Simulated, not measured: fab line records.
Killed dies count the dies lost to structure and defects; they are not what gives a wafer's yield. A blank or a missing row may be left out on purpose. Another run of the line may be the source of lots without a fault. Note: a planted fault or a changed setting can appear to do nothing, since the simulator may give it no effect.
The tool behind it: which one? | flow n5 finfet | Sampling: 9 lots, 27 wafers, 7 of 1938 route steps

## WHAT THE GAUGES SHOWED, per wafer
N5_GATE_CUT_THK_MEAS_24.
lot  | measured     | on            | GC_FILL_THK (nm)
L965 | day 4 21:19  | film metro-02 | 216.9 221.4 219.9
L969 | day 5 21:02  | film metro-01 | 220.3 219.6 223.0
L971 | day 6 07:36  | film metro-01 | 220.5 222.4 220.9
L973 | day 6 20:05  | film metro-02 | 217.7 218.7 222.0
L976 | day 7 14:30  | film metro-01 | 220.8 223.5 222.3
L984 | day 9 13:01  | film metro-01 | 218.9 217.1 219.1
L985 | day 10 03:22 | film metro-01 | 215.5 220.7 218.3
L987 | day 10 06:51 | film metro-02 | 218.6 220.7 218.9
L986 | day 10 10:51 | film metro-02 | 219.0 219.7 220.6

N5_MOL_CONTACT_COAG_CD_MEAS_08: the cd target is 28 nm.
lot  | measured     | on        | cd nm (nm)
L965 | day 4 22:21  | cd sem-03 | 27.79 27.91 28.25
L969 | day 5 22:04  | cd sem-02 | 27.77 27.73 28.03
L971 | day 6 08:48  | cd sem-01 | 26.89 25.75 22.30
L973 | day 6 21:14  | cd sem-02 | 25.94 26.96 25.63
L976 | day 7 15:35  | cd sem-01 | 27.63 28.19 27.61
L984 | day 9 14:11  | cd sem-01 | 27.77 27.87 27.81
L985 | day 10 04:32 | cd sem-02 | 28.20 27.83 28.40
L987 | day 10 08:01 | cd sem-01 | 27.94 28.18 27.75
L986 | day 10 11:53 | cd sem-02 | 27.97 27.89 27.83

N5_MOL_CONTACT_COAG_CD_MEAS_99: the cd target is 17.2 nm.
lot  | measured     | on        | cd nm (nm)
L965 | day 4 22:53  | cd sem-03 | 16.93 17.01 17.30
L969 | day 5 22:35  | cd sem-02 | 17.33 17.35 17.28
L971 | day 6 09:22  | cd sem-02 | 15.92 14.54 11.07
L973 | day 6 21:46  | cd sem-03 | 14.73 16.57 15.10
L976 | day 7 16:06  | cd sem-02 | 17.02 17.49 17.04
L984 | day 9 14:52  | cd sem-02 | 17.43 17.16 16.84
L985 | day 10 05:03 | cd sem-02 | 17.04 17.23 17.01
L987 | day 10 08:32 | cd sem-02 | 17.55 17.18 17.00
L986 | day 10 12:28 | cd sem-02 | 17.53 17.33 17.31

N5_BEOL_M4_RC_MEAS_101.
lot  | measured     | on        | DIBL_N (mV/V)  | DIBL_P (mV/V)  | IOFF_N (nA/um)    | IOFF_P (nA/um)    | ION_N (uA/um) | ION_P (uA/um) | RC_DENSE_N (ohm.um) | RC_DENSE_P (ohm.um) | RC_N (ohm.um)     | RC_P (ohm.um)  | SS_N (mV/dec)  | SS_P (mV/dec)  | VT_N (mV)         | VT_P (mV)
L965 | day 9 00:26  | prober-01 | 36.7 35.8 35.3 | 38.0 37.4 36.7 | 0.175 0.163 0.156 | 0.212 0.192 0.185 | 683 692 680   | 463 462 461   | 18.50 18.95 19.13   | 23.2 23.7 24.0      | 15.09 15.35 15.63 | 19.1 19.5 19.3 | 72.8 72.6 72.0 | 73.2 72.9 72.8 | 251.0 249.6 250.9 | -252.0 -252.6 -254.4
L969 | day 9 15:29  | prober-01 | 36.1 35.1 35.7 | 38.4 36.2 37.7 | 0.167 0.140 0.160 | 0.224 0.187 0.219 | 683 663 672   | 465 452 467   | 18.74 19.03 18.87   | 23.3 23.5 23.4      | 15.42 15.43 15.47 | 19.1 19.2 19.1 | 71.4 71.5 71.5 | 73.3 72.1 72.7 | 250.7 252.5 250.2 | -252.5 -252.6 -250.2
L971 | day 10 09:29 | prober-02 | 36.6 36.0      | 37.1 37.2      | 0.160 0.155       | 0.233 0.227       | 676 666       | 464 464       | 20.83 23.06         | 26.1 29.0           | 16.87 18.66       | 21.3 23.3      | 71.1 71.5      | 72.5 73.1      | 248.2 247.8       | -248.4 -247.3
L973 | day 10 14:46 | prober-02 | 37.4 35.9 35.4 | 36.9 35.8 34.2 | 0.174 0.151 0.139 | 0.204 0.184 0.163 | 672 671 663   | 453 454 448   | 23.27 20.18 23.48   | 29.1 25.6 29.4      | 18.58 16.46 18.78 | 23.6 20.7 23.8 | 71.3 71.7 71.7 | 72.9 72.6 72.9 | 247.5 249.7 251.3 | -251.8 -251.9 -254.3
L976 | day 11 01:29 | prober-01 | 36.2 35.8 35.5 | 36.1 35.8 34.8 | 0.148 0.143 0.141 | 0.185 0.178 0.175 | 660 672 667   | 450 460 459   | 19.25 18.83 19.19   | 24.0 23.6 23.6      | 15.52 15.39 15.48 | 19.6 19.2 19.5 | 71.7 71.3 71.3 | 73.4 73.4 73.7 | 250.4 250.5 252.3 | -254.4 -254.1 -250.3
L984 | day 13 11:38 | prober-02 | 33.6 34.1 33.5 | 34.9 35.2 34.8 | 0.132 0.138 0.126 | 0.169 0.173 0.167 | 659 663 671   | 453 460 455   | 18.53 19.31 18.88   | 23.3 24.2 23.9      | 15.32 15.71 15.33 | 19.2 19.8 19.3 | 70.6 70.7 70.5 | 72.8 72.7 73.0 | 252.8 249.9 252.3 | -251.8 -253.6 -254.0
L985 | day 13 20:19 | prober-01 | 37.1 37.5 37.0 | 36.6 37.4 37.1 | 0.175 0.194 0.192 | 0.236 0.260 0.255 | 681 680 692   | 469 468 478   | 19.08 18.98 19.13   | 24.0 23.7 24.0      | 15.63 15.64 15.47 | 19.5 19.4 19.3 | 71.5 71.4 70.6 | 73.4 74.0 73.7 | 250.5 246.3 244.7 | -247.9 -245.3 -246.4
L987 | day 13 21:54 | prober-01 | 35.5 36.2 35.4 | 34.8 35.3 34.3 | 0.152 0.175 0.147 | 0.199 0.220 0.200 | 663 669 670   | 452 461 460   | 19.07 18.95 19.61   | 23.5 24.0 24.5      | 15.41 15.56 15.92 | 19.4 19.6 20.0 | 72.0 72.1 71.0 | 72.9 72.5 72.5 | 249.4 246.1 251.8 | -251.6 -247.8 -249.4
L986 | day 14 04:25 | prober-02 | 36.5 36.4 36.7 | 34.4 34.3 34.6 | 0.165 0.173 0.174 | 0.203 0.205 0.209 | 681 680 670   | 463 457 466   | 18.90 19.22 19.22   | 23.5 24.0 23.8      | 15.47 15.77 15.70 | 19.2 19.6 19.4 | 71.1 71.3 71.8 | 74.1 72.7 73.6 | 247.6 247.0 247.0 | -251.2 -249.2 -248.4

## EACH LOT AND THE TOOL THAT RAN IT (in order: tool; ch and the chambers of the sampled wafers; start)
lot  | N5_GATE_CUT_CUT_ETCH_53           | N5_GATE_CUT_CMP_43            | N5_MOL_CONTACT_COAG_EXPOSE_05
L965 | rie metal-03 ch 0,1, day 4 18:05  | cmp-02 ch 1,2,3, day 4 21:30  | euv scanner-01 ch 0, day 4 22:14
L969 | rie metal-02 ch 0,1, day 5 18:32  | cmp-02 ch 0,2,3, day 5 21:04  | euv scanner-01 ch 0, day 5 21:56
L971 | rie metal-03 ch 0,1, day 6 05:06  | cmp-03 ch 2,3, day 6 07:52    | euv scanner-01 ch 0, day 6 08:40
L973 | rie metal-03 ch 0, day 6 17:51    | cmp-02 ch 1,2, day 6 20:07    | euv scanner-01 ch 0, day 6 21:07
L976 | rie metal-02 ch 0,1, day 7 12:16  | cmp-02 ch 0,1, day 7 14:31    | euv scanner-02 ch 0, day 7 15:28
L984 | rie metal-03 ch 0,1, day 9 10:45  | cmp-02 ch 0,2,3, day 9 13:11  | euv scanner-02 ch 0, day 9 14:04
L985 | rie metal-03 ch 0,1, day 10 01:01 | cmp-01 ch 0,1,2, day 10 03:36 | euv scanner-02 ch 0, day 10 04:24
L987 | rie metal-02 ch 0,1, day 10 04:38 | cmp-01 ch 0,1, day 10 06:58   | euv scanner-01 ch 0, day 10 07:54
L986 | rie metal-03 ch 0, day 10 08:37   | cmp-02 ch 0,2, day 10 10:53   | euv scanner-01 ch 0, day 10 11:46
- N5_GATE_CUT_CUT_ETCH_53: etches W in SF6/Cl2, target depth 79.2 nm.
- N5_GATE_CUT_CMP_43: polishes SiO2.
- N5_MOL_CONTACT_COAG_EXPOSE_05: exposes mask CA, defocus 0 nm.

## AS READ BY THE TOOLS THEMSELVES (means over the sampled wafers that have a number; for cases with no such wafer, the mark the record gives instead)
N5_GATE_CUT_CUT_ETCH_53.
lot  | tool         | drypump motor current A (A) | etch rf on time s (s) | oes product au (a.u.) | throttle valve pct (%)
L965 | rie metal-03 | 4.9                         | 26.3                  | 0.75                  | 28.78
L969 | rie metal-02 | 5.4                         | 26.9                  | 0.56                  | 29.14
L971 | rie metal-03 | 4.9                         | 26.5                  | 0.74                  | 28.78
L973 | rie metal-03 | 4.9                         | 26.3                  | 0.81                  | 28.59
L976 | rie metal-02 | 5.6                         | 26.4                  | 0.77                  | 28.97
L984 | rie metal-03 | 4.9                         | 26.2                  | 0.72                  | 28.79
L985 | rie metal-03 | 4.9                         | 26.0                  | 0.67                  | 28.98
L987 | rie metal-02 | 5.5                         | 26.4                  | 0.73                  | 28.98
L986 | rie metal-03 | 4.9                         | 26.4                  | 0.77                  | 28.60

N5_GATE_CUT_CMP_43.
lot  | tool   | motor current A (A)
L965 | cmp-02 | 13.2
L969 | cmp-02 | 12.4
L971 | cmp-03 | 12.3
L973 | cmp-02 | 13.3
L976 | cmp-02 | 14.0
L984 | cmp-02 | 12.7
L985 | cmp-01 | 11.2
L987 | cmp-01 | 12.3
L986 | cmp-02 | 12.5

N5_MOL_CONTACT_COAG_EXPOSE_05.
lot  | tool           | exposure dose mJ cm2 | stage msd nm (nm)
L965 | euv scanner-01 | 38.22                | 0.872
L969 | euv scanner-01 | 38.20                | 0.867
L971 | euv scanner-01 | 38.99                | 0.866
L973 | euv scanner-01 | 39.63                | 0.865
L976 | euv scanner-02 | 38.23                | 0.869
L984 | euv scanner-02 | 38.24                | 0.868
L985 | euv scanner-02 | 38.16                | 0.871
L987 | euv scanner-01 | 38.27                | 0.852
L986 | euv scanner-01 | 38.27                | 0.849

## THE ANSWER, worked out from the rows above alone
Rule: the usual values come from the lots themselves. The widest of any qualifying gaps counts: lots, ordered by their means at a reading, are off when they make up no more than a third of the lots, leave a main group of 4 or more, and stand apart from it by 3 or more times the standard deviation of that group's means. A main group is skipped when, at the precision printed for the reading in the tables above, its means are all equal. Also off: a lot with no number at a reading for which 4 or more lots have one. All remaining lots with rows at the step are treated as sound. After the gauges, taken in route order, come the tools' own readings; for these a lot's mean is taken, as printed above. The first step at which some lot is off is used, and at that step the reading that is off furthest; a lot without a number counts as furthest.
Off, at N5_MOL_CONTACT_COAG_CD_MEAS_08 on cd nm: L971, L973. The main group: mean 27.92 nm, standard deviation 0.11.
If a tool, at a process step before that reading, ran all the lots that are off and no sound lot after the first of them, it fits. The gauges at N5_MOL_CONTACT_COAG_CD_MEAS_08 aren't tried: what is off there is off at N5_BEOL_M4_RC_MEAS_101 too, on other tools, and a gauge's error can't cause that. None of those tried fits.

## WHAT WAS PUT IN BY THE SIMULATOR
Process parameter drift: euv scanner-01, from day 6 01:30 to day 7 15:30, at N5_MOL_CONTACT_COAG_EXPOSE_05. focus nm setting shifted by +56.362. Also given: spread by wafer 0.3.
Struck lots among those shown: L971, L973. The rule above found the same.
